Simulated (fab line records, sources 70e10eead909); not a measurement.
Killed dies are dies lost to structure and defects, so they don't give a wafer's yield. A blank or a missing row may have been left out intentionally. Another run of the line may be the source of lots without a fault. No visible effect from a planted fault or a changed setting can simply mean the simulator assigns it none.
fab line records	flow nand-harc	part 2 of 2: steps 4 to 6 of 6
[record] lots = 24	wafers = 72	last-day = 33
route steps=1302 shown A_SGD_CUT@910 A_SLIT@934 A_WL_FILL@967 A_CONTACT@998
lots with no fault: from the same line, run without faults
start-h: hours from the record's first day to the start of the lot's first wafer shown	wait-h: hours from the lot's prior step to this one	" same as the row above	L1.1+2: a single row standing in for several wafers	- value missing, or start not given	* or withheld: withheld	< > ~ a bound
route shown NAME@n: names a module that has steps shown in the file, with the first one's number in the route	usual: mean and standard deviation over wafers with no fault	same: alike in all rows	chamber/n: place in a boat	sites: per-site readings	_std_site: how widely they spread, as a standard deviation	_edge_site: outer sites' mean less inner sites'	radius-mm: for every site, how far away it sits from the centre of the wafer	mask NAME#n: copy n	behind: the last tool/chamber to shape the wafer	hold: the reason the lot was held/the length of the hold in hours/how it ended	device: which transistor (n, p or np) failed to switch	end of line: tests of these same wafers at the route's end	a step with no rows: only its recipe	killed: the dies lost at the first sort to structure and to defects; this is not the yield of the wafer	map: the dies of a wafer, with x for killed, . for not killed, _ for no die there
set.NAME: the setting that was run; set.NAME@STEP: the one run at that earlier step	model.NAME: the simulator's own value behind a step, which no gauge read
steps of the route over a sample of lots; a table a step, a row a wafer
services: the hour from which a tool's chamber was out of use, counted from the record's first day as start-h (under 0 if before that day), plus the number of hours and why
[[steps]]
[step NHARC_A_WL_FILL_STRIP_29]
[recipe] time-s = 20	o2-flow-sccm = 500	ar-flow-sccm = 0	bias-w = 0	chemistry = O2
[usual] drypump-motor-current-A = 5.9/0.36	mfc-ar-sccm = 0.006/0.0089	oes-product-au = 0.999/0.0077	rf-vpp-V = 57.9/0.98	showerhead-plenum-p-Torr = 3.59/0.14	throttle-valve-pct = 17.037/0.0095
lot.wafer	tool	chamber	start-h	wait-h	drypump-motor-current-A	mfc-ar-sccm	oes-product-au	rf-hours-counter-h	rf-vpp-V	showerhead-plenum-p-Torr	throttle-valve-pct
L075.1	rie-diel-12	1	470.57	0.1	6.4	0.005	1.001	0.3	58.6	3.76	17.050
L075.5	"	3	"	"	5.3	0	0.991	-	57.9	3.48	17.036
L075.6	"	0	"	"	6.3	0.002	0.989	-	58.6	3.70	17.039
L074.4	rie-diel-12	1	474.05	0.1	6.4	0.005	1.002	0.3	55.7	3.76	17.025
L074.1	"	2	"	"	5.7	0.027	1.004	0.3	58.3	3.61	17.040
L074.5	"	1	"	"	6.4	0.005	1.004	-	57.8	3.76	17.039
L076.4	rie-diel-12	0	491.43	0.1	6.2	0.002	0.988	1.2	57.3	3.70	17.027
L076.2	"	1	"	"	6.4	0.005	0.984	1.3	58.2	3.76	17.023
L076.3	"	2	"	"	5.7	0.027	0.997	1.4	57.8	3.61	17.036
L077.2	rie-diel-12	0	518.95	0.1	6.2	0.002	0.994	1.5	59.1	3.70	17.039
L077.5	"	0	"	"	6.2	0.002	1.002	-	57.8	3.70	17.045
L077.6	"	1	"	"	6.4	0.005	1.008	-	59.0	3.76	17.036
L078.1	rie-diel-03	3	519.02	0.1	5.7	0	0.997	2.5	58.1	3.31	17.033
L078.3	"	0	"	"	5.4	0	0.997	2.6	56.3	3.44	17.047
L078.5	"	1	"	"	5.8	0.002	1.001	-	58.3	3.56	17.048
L079.3	rie-diel-12	3	531.35	0.1	5.3	0	1.003	2.2	57.7	3.48	17.029
L079.6	"	0	"	"	6.2	0.002	1.003	-	58.0	3.70	17.023
L079.5	"	1	"	"	6.3	0.005	0.997	-	59.2	3.76	17.034
L081.1	rie-diel-12	1	546.33	0.1	6.4	0.005	1.005	2.5	58.6	3.76	17.025
L081.2	"	2	"	"	5.7	0.027	1.006	2.8	57.3	3.61	17.055
L081.3	"	0	"	"	6.2	0.002	1.002	2.4	57.1	3.70	17.056
L082.3	rie-diel-12	1	559.53	0.1	6.4	0.005	0.998	2.6	59.2	3.76	17.048
L082.5	"	1	"	"	6.4	0.005	0.996	-	58.3	3.76	17.049
L082.4	"	0	"	"	6.2	0.002	1.001	-	57.7	3.70	17.051
L080.4	rie-diel-07	0	565.05	0.1	5.7	0	1.007	-	55.9	3.40	17.051
L080.6	"	1	"	"	6.3	0	0.997	-	57.8	3.50	17.042
L080.5	"	2	"	"	6.1	0.010	0.992	-	58.1	3.77	17.035
L083.1	rie-diel-07	3	568.09	0.1	5.9	0.020	0.990	2.0	57.7	3.54	17.038
L083.4	"	0	"	"	5.7	0	1.007	2.8	57.6	3.41	17.026
L083.6	"	1	"	"	6.3	0	1.004	-	55.0	3.50	17.041
L084.3	rie-diel-03	0	575.09	0.1	5.4	0	1.006	5.1	57.5	3.43	17.048
L084.2	"	2	"	"	6.3	0	0.996	4.5	58.9	3.52	17.054
L084.6	"	0	"	"	5.4	0	1.001	-	58.2	3.43	17.038
L087.4	rie-diel-12	3	587.56	0.1	5.3	0	0.992	3.5	57.1	3.48	17.044
L087.2	"	1	"	"	6.4	0.005	1.006	3.5	59.0	3.76	17.027
L087.5	"	0	"	"	6.2	0.002	1.004	-	59.8	3.70	17.030
L086.4	rie-diel-07	0	587.67	0.1	5.7	0	1.016	3.5	56.0	3.40	17.034
L086.1	"	2	"	"	6.1	0.010	0.993	2.7	58.1	3.77	17.044
L086.6	"	0	"	"	5.7	0	1.009	-	58.2	3.40	17.041
L085.2	rie-diel-03	0	596.44	0.1	5.4	0	1.009	6.6	57.4	3.43	17.016
L085.3	"	2	"	"	6.3	0	0.997	5.9	57.9	3.52	17.024
L085.4	"	3	"	"	5.7	0	0.999	6.2	57.5	3.31	17.039
L089.4	rie-diel-03	1	632.49	0.1	5.8	0.002	0.990	9.1	56.5	3.55	17.037
L089.3	"	0	"	"	5.4	0	1.002	9.3	56.5	3.43	17.045
L089.5	"	2	"	"	6.3	0	1.006	-	56.7	3.52	17.048
L090.3	rie-diel-07	1	632.95	0.1	6.3	0	0.996	4.8	57.5	3.50	17.041
L090.1	"	2	"	"	6.1	0.010	1.007	4.3	57.2	3.76	17.052
L090.6	"	0	"	"	5.8	0	1.002	-	57.5	3.40	17.031
L091.3	rie-diel-12	2	640.12	0.1	5.7	0.027	0.985	0.4	57.1	3.61	17.021
L091.4	"	3	"	"	5.3	0	1.010	0.3	58.9	3.47	17.029
L091.1	"	0	"	"	6.2	0.002	1.001	0.3	59.1	3.70	17.033
L088.2	rie-diel-12	1	644.86	0.1	6.4	0.005	0.998	0.6	59.1	3.76	17.025
L088.3	"	2	"	"	5.7	0.027	0.987	0.5	59.2	3.61	17.047
L088.5	"	0	"	"	6.2	0.002	0.998	-	59.0	3.70	17.037
L094.4	rie-diel-07	1	663.58	0.1	6.3	0	1.010	0.0	58.5	3.50	17.047
L094.1	"	0	"	"	5.7	0	1.008	0.0	57.3	3.40	17.035
L094.5	"	2	"	"	6.1	0.010	0.997	-	57.9	3.76	17.042
L092.1	rie-diel-03	0	663.62	0.1	5.3	0	1.012	1.2	58.7	3.43	17.035
L092.2	"	3	"	"	5.7	0	1.014	1.3	56.5	3.31	17.017
L092.5	"	0	"	"	5.3	0	1.013	-	57.3	3.43	17.048
L093.3	rie-diel-12	0	690.33	0.1	6.2	0.002	0.995	1.1	57.4	3.70	17.040
L093.5	"	0	"	"	6.2	0.002	0.997	-	56.8	3.70	17.039
L093.6	"	2	"	"	5.7	0.027	0.991	-	57.9	3.61	17.054
L096.1	rie-diel-03	0	695.46	0.1	5.4	0	1.007	2.9	56.9	3.43	17.029
L096.5	"	0	"	"	5.3	0	1.009	-	59.0	3.43	17.018
L096.6	"	1	"	"	5.9	0.002	0.990	-	57.3	3.55	17.044
L095.2	rie-diel-07	2	695.52	0.1	6.1	0.010	1.005	0.5	59.2	3.76	17.041
L095.6	"	1	"	"	6.3	0	1.000	-	57.4	3.50	17.032
L095.5	"	2	"	"	6.1	0.010	1.003	-	58.9	3.76	17.025
L097.4	rie-diel-12	1	707.78	0.1	6.4	0.005	0.999	2.0	58.4	3.76	17.044
L097.1	"	3	"	"	5.3	0	0.996	1.1	59.0	3.47	17.052
L097.5	"	1	"	"	6.3	0.005	0.997	-	58.0	3.76	17.036
[step NHARC_A_WL_FILL_ALD_19]
[recipe] target-thk-a = 20	pulse-time-s = 3	ald-cycles = 100	temp-c = 450	material = TiN
[usual] heater-power-w = 1064/100	precursor-pulse-height-rel = 1.000/0.018
[same] pulse-time-s = 3
lot.wafer	tool	chamber	start-h	wait-h	heater-power-w	precursor-pulse-height-rel
L075.1	ald-metal-02	3	476.17	0.1	1150	0.987
L075.5	"	2	"	"	1087	1.010
L075.6	"	3	"	"	1188	0.988
L074.1	ald-metal-01	2	479.66	0.1	1068	1.016
L074.4	"	3	"	"	1198	0.978
L074.5	"	2	"	"	1080	1.001
L076.3	ald-metal-03	3	497.03	0.1	1150	1.034
L076.2	"	1	"	"	1203	0.972
L076.4	"	2	"	"	1084	0.964
L078.3	ald-metal-03	3	524.45	0.1	1148	0.993
L078.1	"	1	"	"	1176	1.005
L078.5	"	0	"	"	875	1.001
L077.2	ald-metal-01	0	524.49	0.2	929	1.010
L077.6	"	1	"	"	1038	0.992
L077.5	"	2	"	"	1089	1.028
L079.3	ald-metal-01	0	537.00	0.2	900	1.008
L079.6	"	1	"	"	1056	0.977
L079.5	"	2	"	"	1055	0.987
L081.2	ald-metal-02	2	551.93	0.1	1092	0.977
L081.1	"	3	"	"	1186	1.036
L081.3	"	0	"	"	918	1.023
L082.3	ald-metal-02	3	565.03	0.1	1211	0.983
L082.4	"	2	"	"	1121	1.010
L082.5	"	0	"	"	917	0.992
L080.4	ald-metal-01	3	570.65	0.1	1190	0.996
L080.6	"	1	"	"	1106	0.994
L080.5	"	2	"	"	1062	1.025
L083.4	ald-metal-02	1	573.70	0.1	1063	1.004
L083.1	"	2	"	"	1129	1.007
L083.6	"	2	"	"	1118	0.978
L084.3	ald-metal-03	1	580.59	0.1	1185	1.026
L084.2	"	2	"	"	1093	0.968
L084.6	"	1	"	"	1157	0.997
L086.1	ald-metal-03	0	593.16	0.1	857	0.998
L086.4	"	3	"	"	1171	0.991
L086.6	"	0	"	"	827	1.041
L087.4	ald-metal-02	0	593.18	0.1	938	0.992
L087.2	"	2	"	"	1121	1.010
L087.5	"	0	"	"	918	0.984
L085.2	ald-metal-01	3	601.91	0.1	1183	0.985
L085.4	"	0	"	"	902	1.012
L085.3	"	1	"	"	1060	1.022
L090.1	ald-metal-02	1	638.19	0.1	1062	1.022
L090.3	"	0	"	"	942	0.972
L090.6	"	3	"	"	1142	1.008
L089.3	ald-metal-03	1	638.21	0.1	1151	1.011
L089.4	"	3	"	"	1123	0.980
L089.5	"	1	"	"	1188	1.002
L091.3	ald-metal-02	1	645.62	0.1	1044	0.994
L091.1	"	2	"	"	1138	1.011
L091.4	"	3	"	"	1139	0.993
L088.3	ald-metal-01	3	650.38	0.1	1208	0.994
L088.2	"	0	"	"	894	1.032
L088.5	"	1	"	"	1062	1.016
L094.1	ald-metal-01	0	669.16	0.1	911	1.011
L094.4	"	1	"	"	1081	0.963
L094.5	"	0	"	"	896	1.001
L092.2	ald-metal-03	2	669.18	0.1	1082	1.027
L092.1	"	3	"	"	1142	1.002
L092.5	"	1	"	"	1181	1.004
L093.3	ald-metal-03	1	695.97	0.1	1199	1.003
L093.5	"	1	"	"	1185	1.004
L093.6	"	2	"	"	1073	0.990
L095.2	ald-metal-01	0	701.12	0.1	897	0.999
L095.5	"	3	"	"	1131	1.001
L095.6	"	0	"	"	909	1.001
L096.1	ald-metal-02	0	701.14	0.1	953	0.986
L096.5	"	2	"	"	1130	1.015
L096.6	"	3	"	"	1150	0.989
L097.4	ald-metal-02	0	713.33	0.1	917	0.985
L097.1	"	2	"	"	1145	1.013
L097.5	"	1	"	"	1049	1.006
[step NHARC_A_CONTACT_OVL_MEAS_43]
[usual] overlay-x-nm = 0.2/0.85	overlay-y-nm = 0.0/0.95
lot.wafer	tool	chamber	start-h	wait-h	overlay-x-nm	overlay-y-nm
L075.1	overlay-01	-	482.92	-	0.0	3.0
L075.5	"	-	"	"	0.3	2.2
L075.6	"	-	"	"	-0.2	2.1
L074.1	overlay-02	-	490.76	-	1.7	1.3
L074.4	"	-	"	"	2.3	1.4
L074.5	"	-	"	"	1.7	1.8
L076.2	overlay-01	-	506.31	-	-0.1	0.5
L076.3	"	-	"	"	-0.1	0.5
L076.4	"	-	"	"	-0.1	0.0
L078.1	overlay-02	-	530.98	-	0.4	-0.3
L078.3	"	-	"	"	1.1	0.0
L078.5	"	-	"	"	1.1	0.7
L077.2	overlay-02	-	531.14	-	-0.4	-0.8
L077.5	"	-	"	"	0.0	-0.3
L077.6	"	-	"	"	-0.2	-0.4
L079.3	overlay-01	-	544.96	-	-0.3	-1.1
L079.5	"	-	"	"	-0.7	-1.3
L079.6	"	-	"	"	0.4	-1.7
L081.1	overlay-02	-	559.59	-	-0.2	0.0
L081.2	"	-	"	"	-0.4	-0.4
L081.3	"	-	"	"	-1.4	-0.6
L082.3	overlay-01	-	573.44	-	-0.7	-0.2
L082.4	"	-	"	"	-0.3	-0.9
L082.5	"	-	"	"	0.3	-0.5
L080.4	overlay-01	-	577.20	-	-0.6	2.2
L080.5	"	-	"	"	-0.2	3.1
L080.6	"	-	"	"	-0.6	2.6
L083.1	overlay-02	-	582.34	-	-1.7	0.1
L083.4	"	-	"	"	-1.3	-0.5
L083.6	"	-	"	"	-1.6	0.4
L084.2	overlay-02	-	587.41	-	1.1	-0.4
L084.3	"	-	"	"	0.3	-0.5
L084.6	"	-	"	"	0.4	0.1
L087.2	overlay-01	-	599.81	-	-0.7	-0.4
L087.4	"	-	"	"	-0.3	-0.9
L087.5	"	-	"	"	-0.9	-0.9
L086.1	overlay-02	-	600.85	-	0.9	0.0
L086.4	"	-	"	"	1.1	0.0
L086.6	"	-	"	"	0.9	-0.4
L085.2	overlay-01	-	612.04	-	1.5	-0.6
L085.3	"	-	"	"	2.3	-0.5
L085.4	"	-	"	"	1.9	-0.4
L089.3	overlay-02	-	644.79	-	0.7	0.6
L089.4	"	-	"	"	0.5	1.3
L089.5	"	-	"	"	0.3	1.3
L090.1	overlay-01	-	645.09	-	0.6	-0.5
L090.3	"	-	"	"	0.3	0.2
L090.6	"	-	"	"	0.2	0.6
L091.1	overlay-01	-	652.15	-	1.6	-0.1
L091.3	"	-	"	"	0.6	-0.4
L091.4	"	-	"	"	1.3	-0.2
L088.2	overlay-01	-	658.05	-	-0.3	-0.3
L088.3	"	-	"	"	0.2	-0.4
L088.5	"	-	"	"	0.0	-0.2
L094.1	overlay-02	-	679.19	-	-0.7	0.3
L094.4	"	-	"	"	-0.5	0.5
L094.5	"	-	"	"	0.0	-0.1
L092.1	overlay-01	-	679.59	-	0.5	-0.4
L092.2	"	-	"	"	-0.1	-1.0
L092.5	"	-	"	"	0.5	-0.3
L093.3	overlay-01	-	703.17	-	0.4	-0.4
L093.5	"	-	"	"	0.2	-0.3
L093.6	"	-	"	"	0.8	-0.3
L096.1	overlay-01	-	707.86	-	-0.4	-0.3
L096.5	"	-	"	"	-0.5	-0.2
L096.6	"	-	"	"	-0.2	-0.7
L095.2	overlay-01	-	709.31	-	-0.1	-1.3
L095.5	"	-	"	"	-0.1	-0.8
L095.6	"	-	"	"	0.4	-1.3
L097.1	overlay-01	-	719.90	-	-1.0	-0.3
L097.4	"	-	"	"	-0.7	0.1
L097.5	"	-	"	"	0.0	-0.1
[[services]]
tool	chamber	start-h	hours	kind
rie-diel-10	3	407.62	7.8	repair
rie-diel-13	2	407.77	12.5	repair
rie-diel-10	-	419.51	9.0	pm
ald-metal-02	-	432.00	10.0	pm
rie-diel-12	-	445.44	9.0	pm
ald-metal-02	3	458.05	3.4	repair
rie-diel-08	2	473.66	3.7	repair
rie-diel-09	-	497.10	9.0	pm
rie-diel-09	0	519.39	1.6	repair
rie-diel-08	-	531.31	2.4	repair
rie-diel-08	-	544.80	9.0	pm
rie-diel-12	3	546.12	16.8	repair
rie-diel-08	3	568.21	3.0	repair
rie-diel-09	2	598.68	2.5	repair
ald-metal-02	-	610.00	10.0	pm
rie-diel-12	2	614.06	7.4	repair
rie-diel-12	-	622.44	9.0	pm
rie-diel-09	0	628.69	6.9	repair
ald-metal-02	2	635.16	7.3	repair
rie-diel-08	3	642.71	3.4	repair
rie-diel-08	1	669.26	6.4	repair
rie-diel-09	-	674.11	9.0	pm
rie-diel-12	0	685.09	4.9	repair
rie-diel-09	0	699.05	5.2	repair
